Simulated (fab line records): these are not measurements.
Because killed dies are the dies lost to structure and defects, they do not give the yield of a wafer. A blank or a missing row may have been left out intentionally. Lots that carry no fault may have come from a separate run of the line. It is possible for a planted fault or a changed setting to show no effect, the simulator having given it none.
Comparing a struck lot with a sound one ; flow nand_harc ; 14 steps out of a route of 1302
Sound: wafers L132.1, L132.4, L132.5. Wafers L137.1, L137.3, L137.5 were the ones struck. The cause is named last.
Per side, at each step with rows, come the tool, then ch with its chambers, and then its first start. Under that, the readings that differ: sound wafers ; struck wafers ; difference of the means ; sigmas: that difference in standard deviations of wafers without a fault.
alike: a reading whose means differ by less than 2 such deviations, as well as words and numbers matching on both sides. not compared: withheld readings; readings where some wafer has no value; bounds like >300 that might hide an equal value; numbers whose values overlap and for which the record gives no deviation.
Wherever a step has rows on one side only, a row that says differs or no value, or a row with sigmas, the two part there. Numbers that don't overlap but have no deviation are shown without sigmas and don't part them. Lack of a reading on every wafer of one side parts them only where that side has two or more wafers.

NHARC_A_DECK1_JOINT_CMP_02: polishes SiOx.
  sound on cmp-04 ch 1,2, day 15 17:26; struck on cmp-04 ch 1,2,3, day 17 02:45
  alike: motor_current_A
following that, these wafers have no rows for 1 step: NHARC_A_DECK1_JOINT_SRD_15.
NHARC_A_DECK1_JOINT_DEP_16: deposits SiO2, target thk 45 nm.
  sound on pecvd-04 ch 0,2, day 15 17:52; struck on pecvd-01 ch 0,1,2, day 17 03:10
  alike: heater_power_w, throttle_valve_pct
NHARC_A_DECK1_JOINT_THK_MEAS_17: measures by ellipsometry.
  sound on film_metro-02, day 15 18:11; struck on film_metro-01, day 17 03:26
  alike: thk_nm
NHARC_A_DECK1_JOINT_INSPECT_05:
  sound on defect_inspect-01, day 15 18:13; struck on defect_inspect-02, day 17 03:28
reading;sound;struck;difference;sigmas
raw_defect_count;188 745 482;1043 874 1037;+513;+3
then NHARC_A_ONON_D2_DEP_00 (target thk 1000 nm), 1 step lacking rows for these wafers.
NHARC_A_ONON_D2_THK_MEAS_02: measures by ellipsometry.
  sound on film_metro-01, day 15 18:48; struck on film_metro-01, day 17 04:02
  alike: thk_nm
then NHARC_A_ONON_D2_DEP_03 (target thk 1000 nm), 1 step lacking rows for these wafers.
NHARC_A_ONON_D2_THK_MEAS_05: measures by ellipsometry.
  sound on film_metro-01, day 15 19:22; struck on film_metro-01, day 17 04:37
reading;sound;struck;difference;sigmas
thk_nm (nm);979 980 978;1006 1007 1008;+28;+3
then NHARC_A_ONON_D2_DEP_06 (target thk 1000 nm), 1 step lacking rows for these wafers.
NHARC_A_ONON_D2_THK_MEAS_08: measures by ellipsometry.
  sound on film_metro-01, day 15 19:56; struck on film_metro-02, day 17 05:11
  alike: thk_nm
NHARC_A_ONON_D2_DEP_09: target thk 1000 nm.
  sound on pecvd_onon-03 ch 0, day 15 19:59; struck on pecvd_onon-03 ch 0, day 17 05:14
NHARC_A_ONON_D2_THK_MEAS_11: measures by ellipsometry.
  sound on film_metro-02, day 15 20:30; struck on film_metro-01, day 17 05:55
reading;sound;struck;difference;sigmas
thk_nm (nm);1013 1013 1013;316 316 315;-697;-63
  not compared: hold
NHARC_END_SORT_01:
  the record has rows for the sound wafers here (prober-02 ch 0, day 27 10:05) and none for the struck ones

WHERE THEY PART
First at NHARC_A_DECK1_JOINT_INSPECT_05; last, within this record, at NHARC_END_SORT_01.

WHY: whatever the simulator had introduced
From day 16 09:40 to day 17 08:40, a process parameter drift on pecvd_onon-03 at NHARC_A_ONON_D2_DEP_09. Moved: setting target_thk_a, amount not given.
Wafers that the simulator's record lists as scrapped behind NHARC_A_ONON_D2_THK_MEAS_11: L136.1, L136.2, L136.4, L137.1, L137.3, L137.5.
